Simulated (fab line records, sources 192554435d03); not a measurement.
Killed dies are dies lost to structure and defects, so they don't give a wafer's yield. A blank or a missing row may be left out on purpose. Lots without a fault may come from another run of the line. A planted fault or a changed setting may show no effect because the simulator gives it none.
A struck lot beside a sound one | flow n5_finfet | 21 steps out of a route of 1938
Sound: wafers L748.1, L748.2, L748.3. Struck: wafers L747.1, L747.3, L747.4. The cause comes at the end.
At each step with rows: each side's tool, then ch and its chambers, then its first start. Under that, the readings that differ: sound wafers | struck wafers | difference of the means | sigmas: that difference in standard deviations of wafers without a fault.
alike: readings whose means differ by less than 2 such deviations, and words and numbers that are the same on both sides. not compared: withheld readings, readings that some wafer has no value for, bounds like >300 that may hide the same value, and numbers for which the record gives no deviation and whose values overlap.
The two part at a step that has a row with sigmas, a row that says differs or no value, or rows on one side only. Numbers that don't overlap but have no deviation are shown without sigmas and don't part them. A reading that every wafer of one side lacks parts them only if that side has two wafers or more.

first, 11 steps without rows for these wafers: N5_BEOL_M5_STRIP_63 (strips in N2/H2); N5_BEOL_M5_STRIP_73 (strips in N2/H2); N5_BEOL_M5_STRIP_64 (strips in CF4); N5_BEOL_M5_HM_OPEN_17 (chemistry Cl2/BCl3, target TiN, target depth 20 nm, overetch 6 nm); N5_BEOL_M5_STRIP_19 (strips in O2); N5_BEOL_M5_COAT_65 (time 60 s, resist thk 60 nm); N5_BEOL_M5_COAT_66 (time 60 s, resist thk 12 nm); N5_BEOL_M5_COAT_74 (time 60 s, resist thk 5 nm); N5_BEOL_M5_COAT_22 (resist thk 30 nm); N5_BEOL_M5_EBR_24; N5_BEOL_M5_SOFTBAKE_23 (time 60 s).
N5_BEOL_M5_EXPOSE_25: exposes mask V4, defocus 10 nm.
  sound on euv_scanner-01 ch 0, day 14 07:23; struck on euv_scanner-02 ch 0, day 14 00:53
  reading              | sound             | struck            | difference | sigmas
  exposure_dose_mJ_cm2 | 52.51 52.53 52.58 | 54.61 54.51 54.61 | +2.04      | +9
  alike: mask, stage_msd_nm
then, 2 steps without rows for these wafers: N5_BEOL_M5_PEB_26 (peb time 60 s); N5_BEOL_M5_DEVELOP_27 (develop time 30 s).
N5_BEOL_M5_CD_MEAS_28: target cd 30.6 nm, target cd y 20 nm.
  sound on cd_sem-01 ch 0, day 14 07:32; struck on cd_sem-02 ch 0, day 14 01:02
  alike: cd_nm
then, 1 step without rows for these wafers: N5_BEOL_M5_DESCUM_33 (chemistry O2, time 7 s).
N5_BEOL_M5_ETCH_75: etches underlayer in N2/H2, target depth 6.5 nm, time 5.2 s.
  sound on rie_diel-03 ch 0,1,3, day 14 07:41; struck on rie_diel-05 ch 0,1,3, day 14 01:11
  reading                  | sound        | struck         | difference | sigmas
  model.BEOL_M5.cd_nm (nm) | 27.8 28 28.2 | 29.4 29.2 29.2 | +1.3       |
  alike: chamber_pressure_mTorr, drypump_motor_current_A, etch_rf_on_time_s, h2_flow_sccm, oes_product_au, rf_vpp_V, showerhead_plenum_p_Torr, throttle_valve_pct
  not compared: rf_hours_counter_h
then, 1 step without rows for these wafers: N5_BEOL_M5_ETCH_67 (etches SiARC in CF4, target depth 15.6 nm, time 26 s).
N5_BEOL_M5_ETCH_68: etches SOC in N2/H2, target depth 80 nm, overetch 16 nm, time 120 s.
  sound on rie_diel-03 ch 0,1,3, day 14 07:44; struck on rie_diel-05 ch 0,1,3, day 14 01:14
  alike: chamber_pressure_mTorr, drypump_motor_current_A, h2_flow_sccm, oes_product_au, rf_vpp_V, showerhead_plenum_p_Torr, throttle_valve_pct
  not compared: rf_hours_counter_h, model.BEOL_M5.cd_nm
then, 1 step without rows for these wafers: N5_BEOL_M5_STRIP_69 (strips in N2/H2).
-- the record jumps here: 5 days lie between the struck wafers' starts before and after (it left off in module BEOL_M5 and takes up again in module PASSIVATION, whose first step shown is number 1936 of the route) --
N5_PASSIVATION_PROBE_49:
  sound on prober-01, day 19 00:28; struck on prober-01, day 18 13:44
  alike: defect_limited_yield, killed_at_M0_to_M3, killed_at_M4_up, killed_at_contacts, killed_at_front_end, killed_at_other, killed_dies, killed_open, killed_short, sort_bin_4_leakage, sort_bin_5_function, sort_bin_6_memory, sort_n_pass, sort_yield_pct

WHERE THEY PART
Only at N5_BEOL_M5_EXPOSE_25, within this record. Later steps at which nothing parts them and some readings are alike: N5_BEOL_M5_CD_MEAS_28, N5_BEOL_M5_ETCH_75, N5_BEOL_M5_ETCH_68, N5_PASSIVATION_PROBE_49.

WHY: what the simulator had put in
Process parameter drift: euv_scanner-02, from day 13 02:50 on, at N5_BEOL_M5_EXPOSE_25. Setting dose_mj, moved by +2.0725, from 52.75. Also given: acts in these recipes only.
